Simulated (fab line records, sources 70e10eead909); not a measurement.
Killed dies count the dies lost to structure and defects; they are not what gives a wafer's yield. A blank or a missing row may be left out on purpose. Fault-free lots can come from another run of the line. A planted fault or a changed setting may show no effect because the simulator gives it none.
Which tool did it?	flow nand_harc	24 lots with 72 wafers sampled at 6 steps, on a route of 1302 steps

WHAT THE GAUGES READ, wafer by wafer
NHARC_A_M1_OVL_MEAS_10: pitch 240 nm. Usual: overlay_x_nm -0.3 nm, standard deviation 1; overlay_y_nm -0.1 nm, standard deviation 0.8.
lot	measured	on	overlay_x_nm (nm)	overlay_y_nm (nm)	flag
L074	day 23 05:50	overlay-02	-1.1 -1.4 -2.1	1.6 1.8 1.5	
L076	day 24 00:24	overlay-01	-0.9 -0.8 -0.7	0.4 0.3 0.9	
L075	day 24 01:48	overlay-02	-1.7 -1.8 -1.7	-0.8 -0.9 -0.4	
L077	day 24 03:10	overlay-02	0.0 0.1 0.3	-0.1 0.4 0.2	
L078	day 24 11:28	overlay-02	0.8 0.5 0.7	0.2 0.1 0.0	
L079	day 24 16:23	overlay-01	0.8 1.1 1.2	0.0 0.2 0.5	
L080	day 24 17:38	overlay-02	-0.6 -1.2 -0.5	0.5 0.9 0.9	
L082	day 25 22:47	overlay-01	0.9 1.3 1.5	-1.1 -1.5 -0.5	
L081	day 26 01:53	overlay-02	-1.2 -1.0 -0.8	-0.5 0.1 -0.5	
L085	day 26 23:29	overlay-02	1.3 0.9 0.6	0.0 -0.3 0.2	
L084	day 27 01:56	overlay-02	-0.5 -1.0 -0.3	-0.9 -0.5 -0.6	
L083	day 27 13:23	overlay-01	-0.5 -1.8 -1.0	0.3 -0.1 -0.7	
L086	day 27 22:01	overlay-01	-0.4 -0.8 -0.5	-0.5 -0.2 -0.1	
L087	day 28 04:29	overlay-02	0.1 -1.1 -0.6	-1.5 -1.8 -1.8	
L090	day 29 05:35	overlay-02	0.6 0.4 0.6	-1.9 -1.8 -1.3	
L091	day 29 06:14	overlay-02	0.3 0.0 0.5	0.1 0.4 0.5	
L089	day 29 11:57	overlay-01	0.4 0.9 0.5	-0.3 0.9 0.2	
L088	day 29 19:03	overlay-02	-1.0 -1.3 -1.7	-1.2 -1.4 -1.3	
L092	day 30 09:38	overlay-02	-0.9 -0.3 -1.1	-0.1 0.1 0.2	
L093	day 30 22:27	overlay-02	-1.5 -1.6 -1.7	-0.1 0.3 0.2	
L094	day 30 23:41	overlay-01	0.8 0.9 0.8	-0.2 -0.4 -0.1	
L095	day 31 13:24	overlay-02	-1.5 -1.6 -1.8	0.7 0.7 0.4	
L096	day 32 08:08	overlay-02	1.0 0.5 0.0	0.7 1.3 0.9	
L097	day 32 08:36	overlay-02	0.6 0.3 0.7	-1.6 -0.9 -1.0	

TOOL THAT RAN EACH LOT (tool first, then ch and the chambers of the sampled wafers, then the start)
lot	NHARC_A_BLC_STRIP_29	NHARC_A_BLC_STRIP_21	NHARC_A_BLC_PVD_32	NHARC_A_M0_ANNEAL_30	NHARC_A_M0_PRE_CLEAN_31
L074	rie_diel-06 ch 0,1, day 22 22:56	rie_diel-06 ch 0,1,2, day 22 23:04	pvd_sputter-02, day 23 03:41 or earlier	rtp_anneal-01 ch 0, day 23 03:41	pecvd-03 ch 0,1,2, day 23 04:27
L076	rie_diel-06 ch 0,2, day 23 17:36	rie_diel-06 ch 0,1, day 23 17:42	pvd_sputter-01, day 23 22:07 or earlier	rtp_anneal-02 ch 0, day 23 22:07	pecvd-04 ch 0,1, day 23 22:59
L075	rie_diel-06 ch 1,2,3, day 23 19:08	rie_diel-06 ch 0,1,3, day 23 19:14	pvd_sputter-03, day 23 23:45 or earlier	rtp_anneal-01 ch 0, day 23 23:45	pecvd-04 ch 1,2, day 24 00:32
L077	rie_diel-13 ch 0,1,3, day 23 20:07	rie_diel-13 ch 0,2,3, day 23 20:14	pvd_sputter-01, day 24 00:55 or earlier	rtp_anneal-02 ch 0, day 24 00:55	pecvd-04 ch 0,2, day 24 01:42
L078	rie_diel-03 ch 0,1,3, day 24 04:05	rie_diel-03 ch 0,3, day 24 04:12	pvd_sputter-03, day 24 09:16 or earlier	rtp_anneal-02 ch 0, day 24 09:16	pecvd-02 ch 0,2, day 24 10:04
L079	rie_diel-03 ch 1,2,3, day 24 09:26	rie_diel-03 ch 2,3, day 24 09:32	pvd_sputter-02, day 24 14:08 or earlier	rtp_anneal-02 ch 0, day 24 14:08	pecvd-04 ch 0,1, day 24 14:58
L080	rie_diel-13 ch 1,2,3, day 24 10:46	rie_diel-13 ch 0,2,3, day 24 10:53	pvd_sputter-03, day 24 15:27 or earlier	rtp_anneal-02 ch 0, day 24 15:27	pecvd-04 ch 0,1,2, day 24 16:20
L082	rie_diel-13 ch 2,3, day 25 16:05	rie_diel-13 ch 0,3, day 25 16:12	pvd_sputter-01, day 25 20:44 or earlier	rtp_anneal-01 ch 0, day 25 20:44	pecvd-04 ch 0,1, day 25 21:32
L081	rie_diel-13 ch 0,3, day 25 19:02	rie_diel-13 ch 0,1,2, day 25 19:08	pvd_sputter-01, day 25 23:43 or earlier	rtp_anneal-02 ch 0, day 25 23:43	pecvd-03 ch 0,1, day 26 00:37
L085	rie_diel-13 ch 0,3, day 26 16:25	rie_diel-13 ch 0,2,3, day 26 16:32	pvd_sputter-02, day 26 21:15 or earlier	rtp_anneal-01 ch 0, day 26 21:15	pecvd-02 ch 1,2, day 26 22:07
L084	rie_diel-06 ch 0,1, day 26 19:03	rie_diel-06 ch 2,3, day 26 19:08	pvd_sputter-02, day 26 23:42 or earlier	rtp_anneal-02 ch 0, day 26 23:42	pecvd-03 ch 0,1,2, day 27 00:33
L083	rie_diel-03 ch 1,3, day 27 06:22	rie_diel-03 ch 1,3, day 27 06:29	pvd_sputter-03, day 27 11:01 or earlier	rtp_anneal-01 ch 0, day 27 11:01	pecvd-04 ch 1,2, day 27 11:50
L086	rie_diel-06 ch 0,1,2, day 27 14:50	rie_diel-06 ch 0,1,3, day 27 14:57	pvd_sputter-01, day 27 19:40 or earlier	rtp_anneal-01 ch 0, day 27 19:40	pecvd-02 ch 0,1, day 27 20:33
L087	rie_diel-06 ch 1,2,3, day 27 21:17	rie_diel-06 ch 1,2,3, day 27 21:23	pvd_sputter-01, day 28 02:24 or earlier	rtp_anneal-02 ch 0, day 28 02:24	pecvd-04 ch 1,2, day 28 03:12
L090	rie_diel-06 ch 1,2,3, day 28 22:39	rie_diel-06 ch 0,2,3, day 28 22:46	pvd_sputter-01, day 29 03:23 or earlier	rtp_anneal-01 ch 0, day 29 03:23	pecvd-02 ch 1,2, day 29 04:18
L091	rie_diel-06 ch 0,1,2, day 28 23:16	rie_diel-06 ch 1,2,3, day 28 23:23	pvd_sputter-03, day 29 04:05 or earlier	rtp_anneal-02 ch 0, day 29 04:05	pecvd-02 ch 0,1, day 29 04:58
L089	rie_diel-03 ch 2,3, day 29 04:37	rie_diel-03 ch 1,3, day 29 04:46	pvd_sputter-02, day 29 09:20 or earlier	rtp_anneal-02 ch 0, day 29 09:20	pecvd-03 ch 0,1,2, day 29 10:32
L088	rie_diel-13 ch 0,1,3, day 29 12:06	rie_diel-13 ch 0,1,2, day 29 12:13	pvd_sputter-01, day 29 16:51 or earlier	rtp_anneal-01 ch 0, day 29 16:51	pecvd-04 ch 1,2, day 29 17:38
L092	rie_diel-06 ch 0,2,3, day 30 02:31	rie_diel-06 ch 0,2, day 30 02:38	pvd_sputter-03, day 30 07:10 or earlier	rtp_anneal-02 ch 0, day 30 07:10	pecvd-03 ch 1,2, day 30 08:21
L093	rie_diel-13 ch 0,1, day 30 15:21	rie_diel-13 ch 0,1, day 30 15:27	pvd_sputter-01, day 30 20:08 or earlier	rtp_anneal-02 ch 0, day 30 20:08	pecvd-02 ch 0,1, day 30 20:56
L094	rie_diel-13 ch 0,2,3, day 30 16:50	rie_diel-13 ch 0,2,3, day 30 16:57	pvd_sputter-02, day 30 21:29 or earlier	rtp_anneal-02 ch 0, day 30 21:29	pecvd-03 ch 0,1,2, day 30 22:22
L095	rie_diel-13 ch 1,2,3, day 31 06:43	rie_diel-13 ch 1,2,3, day 31 06:49	pvd_sputter-03, day 31 11:15 or earlier	rtp_anneal-01 ch 0, day 31 11:15	pecvd-02 ch 1,2, day 31 12:08
L096	rie_diel-03 ch 0,2,3, day 31 23:07	rie_diel-03 ch 0,1, day 31 23:11	pvd_sputter-02, day 32 05:27 or earlier	rtp_anneal-01 ch 0, day 32 05:27	pecvd-02 ch 1,2, day 32 06:34
L097	rie_diel-06 ch 0,2,3, day 32 01:22	rie_diel-06 ch 0,1,3, day 32 01:29	pvd_sputter-01, day 32 06:05 or earlier	rtp_anneal-01 ch 0, day 32 06:05	pecvd-04 ch 1,2, day 32 07:11
- NHARC_A_BLC_STRIP_29: strips in CF4.
- NHARC_A_BLC_STRIP_21: strips in O2.
- NHARC_A_BLC_PVD_32: deposits Ti, target thk 5 nm, time 17.7 s.
- NHARC_A_M0_ANNEAL_30: time 90 s.
- NHARC_A_M0_PRE_CLEAN_31: time 12 s.

WHAT THE TOOLS THEMSELVES READ (means of the sampled wafers that have a number; where no wafer has one, the mark that the record gives instead)
NHARC_A_BLC_STRIP_29. Usual: drypump_motor_current_A 5.8 A, standard deviation 0.44; oes_product_au 1.000 a.u., standard deviation 0.008; rf_vpp_V 59.1 V, standard deviation 1; showerhead_plenum_p_Torr 1.73 Torr, standard deviation 0.055; throttle_valve_pct 13.284 %, standard deviation 0.0091.
lot	tool	drypump_motor_current_A (A)	oes_product_au (a.u.)	rf_vpp_V (V)	showerhead_plenum_p_Torr (Torr)	throttle_valve_pct (%)	flag
L074	rie_diel-06	6.1	1.006	58.4	1.66	13.288	
L076	rie_diel-06	6.2	0.999	59.5	1.73	13.292	
L075	rie_diel-06	5.7	1.007	58.1	1.73	13.283	
L077	rie_diel-13	5.3	0.997	58.7	1.73	13.276	
L078	rie_diel-03	6.2	0.997	59.9	1.76	13.292	
L079	rie_diel-03	6.2	1.002	59.4	1.80	13.282	
L080	rie_diel-13	5.4	1.004	59.0	1.72	13.282	
L082	rie_diel-13	5.5	0.998	58.6	1.72	13.274	
L081	rie_diel-13	5.3	1.000	58.3	1.73	13.288	
L085	rie_diel-13	5.5	1.007	58.9	1.71	13.277	
L084	rie_diel-06	6.1	1.012	58.7	1.68	13.285	
L083	rie_diel-03	6.3	0.991	59.8	1.75	13.287	
L086	rie_diel-06	6.1	1.003	59.0	1.71	13.282	
L087	rie_diel-06	5.8	1.006	59.7	1.73	13.285	
L090	rie_diel-06	5.8	0.997	58.9	1.73	13.287	
L091	rie_diel-06	6.1	1.000	59.5	1.70	13.286	
L089	rie_diel-03	6.1	1.003	60.1	1.83	13.280	
L088	rie_diel-13	5.3	0.998	59.1	1.72	13.281	
L092	rie_diel-06	5.8	0.994	59.3	1.75	13.281	
L093	rie_diel-13	5.2	1.003	58.9	1.72	13.287	
L094	rie_diel-13	5.7	1.001	59.2	1.70	13.292	
L095	rie_diel-13	5.4	0.996	59.7	1.71	13.281	
L096	rie_diel-03	6.1	1.001	60.0	1.79	13.284	
L097	rie_diel-06	5.9	0.998	59.3	1.75	13.292	

NHARC_A_BLC_STRIP_21. Usual: drypump_motor_current_A 5.8 A, standard deviation 0.44; oes_product_au 1.000 a.u., standard deviation 0.0082; rf_vpp_V 57.6 V, standard deviation 0.84; showerhead_plenum_p_Torr 3.45 Torr, standard deviation 0.11; throttle_valve_pct 17.036 %, standard deviation 0.0089.
lot	tool	drypump_motor_current_A (A)	oes_product_au (a.u.)	rf_vpp_V (V)	showerhead_plenum_p_Torr (Torr)	throttle_valve_pct (%)	flag
L074	rie_diel-06	6.1	1.003	57.1	3.41	17.038	
L076	rie_diel-06	6.1	1.005	56.3	3.31	17.037	
L075	rie_diel-06	5.9	1.001	57.5	3.40	17.039	
L077	rie_diel-13	5.7	1.000	57.2	3.40	17.033	
L078	rie_diel-03	6.1	1.006	57.8	3.53	17.043	
L079	rie_diel-03	6.1	1.002	58.1	3.68	17.035	
L080	rie_diel-13	5.7	0.998	57.8	3.40	17.031	
L082	rie_diel-13	5.5	0.998	58.4	3.41	17.036	
L081	rie_diel-13	5.7	0.996	56.9	3.39	17.040	
L085	rie_diel-13	5.7	1.007	57.1	3.40	17.037	
L084	rie_diel-06	5.8	1.000	57.6	3.54	17.030	
L083	rie_diel-03	6.2	1.002	58.2	3.56	17.034	
L086	rie_diel-06	5.9	0.990	58.3	3.40	17.039	
L087	rie_diel-06	5.8	0.998	57.1	3.45	17.042	
L090	rie_diel-06	5.9	1.004	57.7	3.49	17.036	
L091	rie_diel-06	5.8	1.003	57.2	3.45	17.035	
L089	rie_diel-03	6.2	1.004	57.7	3.55	17.033	
L088	rie_diel-13	5.6	0.993	57.5	3.39	17.025	
L092	rie_diel-06	6.1	0.994	58.3	3.49	17.041	
L093	rie_diel-13	5.5	1.004	57.0	3.41	17.027	
L094	rie_diel-13	5.7	1.000	57.7	3.40	17.037	
L095	rie_diel-13	5.4	1.001	57.5	3.43	17.033	
L096	rie_diel-03	6.2	1.008	57.5	3.43	17.040	
L097	rie_diel-06	5.9	1.000	57.1	3.39	17.037	

NHARC_A_BLC_PVD_32. Usual: throttle_valve_pct 29.6 %, standard deviation 1.1.
lot	tool	throttle_valve_pct (%)	flag
L074	pvd_sputter-02	29.0	
L076	pvd_sputter-01	29.8	
L075	pvd_sputter-03	28.7	
L077	pvd_sputter-01	29.9	
L078	pvd_sputter-03	28.9	
L079	pvd_sputter-02	28.7	
L080	pvd_sputter-03	29.1	
L082	pvd_sputter-01	30.1	
L081	pvd_sputter-01	30.8	
L085	pvd_sputter-02	29.2	
L084	pvd_sputter-02	29.5	
L083	pvd_sputter-03	29.0	
L086	pvd_sputter-01	30.1	
L087	pvd_sputter-01	30.1	
L090	pvd_sputter-01	30.9	
L091	pvd_sputter-03	29.0	
L089	pvd_sputter-02	29.5	
L088	pvd_sputter-01	30.0	
L092	pvd_sputter-03	28.3	
L093	pvd_sputter-01	30.2	
L094	pvd_sputter-02	29.0	
L095	pvd_sputter-03	29.4	
L096	pvd_sputter-02	28.8	
L097	pvd_sputter-01	30.7	

NHARC_A_M0_ANNEAL_30. Usual: anneal_temp_c 225.02 C, standard deviation 0.18; wafer_temp_C_max 225.86, standard deviation 0.26.
lot	tool	anneal_temp_c (C)	wafer_temp_C_max	flag
L074	rtp_anneal-01	225.25	226.17	
L076	rtp_anneal-02	224.83	225.86	
L075	rtp_anneal-01	224.81	225.98	
L077	rtp_anneal-02	225.23	225.65	
L078	rtp_anneal-02	224.79	225.93	
L079	rtp_anneal-02	224.81	225.67	
L080	rtp_anneal-02	225.23	225.74	
L082	rtp_anneal-01	225.07	226.11	
L081	rtp_anneal-02	225.03	225.64	
L085	rtp_anneal-01	224.90	226.02	
L084	rtp_anneal-02	225.17	225.46	
L083	rtp_anneal-01	224.95	226.08	
L086	rtp_anneal-01	224.83	226.00	
L087	rtp_anneal-02	225.26	225.85	
L090	rtp_anneal-01	225.20	226.04	
L091	rtp_anneal-02	225.27	225.75	
L089	rtp_anneal-02	224.94	225.76	
L088	rtp_anneal-01	224.81	226.05	
L092	rtp_anneal-02	224.85	225.98	
L093	rtp_anneal-02	224.95	225.57	
L094	rtp_anneal-02	225.01	225.72	
L095	rtp_anneal-01	224.93	225.95	
L096	rtp_anneal-01	225.12	225.86	
L097	rtp_anneal-01	224.99	225.85	

NHARC_A_M0_PRE_CLEAN_31. Usual: heater_power_w 613 W, standard deviation 69; susceptor_temp_C 370.02 C, standard deviation 0.21.
lot	tool	heater_power_w (W)	susceptor_temp_C (C)	flag
L074	pecvd-03	627	369.92	
L076	pecvd-04	603	370.12	
L075	pecvd-04	594	370.00	
L077	pecvd-04	597	369.56	
L078	pecvd-02	566	369.99	
L079	pecvd-04	559	370.09	
L080	pecvd-04	613	370.05	
L082	pecvd-04	670	369.91	
L081	pecvd-03	569	370.17	
L085	pecvd-02	524	369.96	
L084	pecvd-03	618	370.07	
L083	pecvd-04	627	370.15	
L086	pecvd-02	658	370.01	
L087	pecvd-04	637	370.04	
L090	pecvd-02	574	370.08	
L091	pecvd-02	613	370.12	
L089	pecvd-03	664	369.61	
L088	pecvd-04	568	370.08	
L092	pecvd-03	690	370.01	
L093	pecvd-02	612	370.11	
L094	pecvd-03	647	370.08	
L095	pecvd-02	561	370.12	
L096	pecvd-02	595	370.08	
L097	pecvd-04	682	370.05	

THE ANSWER, worked out from the rows above alone
Rule: a lot is off if the mean of its wafers that have a number lies more than 3 standard deviations from the usual mean. A lot without any number at a reading at which 4 lots or more have one is off too. Where the step has rows for the other lots, those lots are counted as sound. After the gauges, taken in route order, come the tools' own readings; for these a lot's mean is taken, as printed above. The first step at which some lot is off is used, and at that step the reading that is off furthest; a lot without a number counts as furthest.
Across all readings shown, no lot is off: no conclusion can be drawn from this.

WHAT WAS PUT IN BY THE SIMULATOR
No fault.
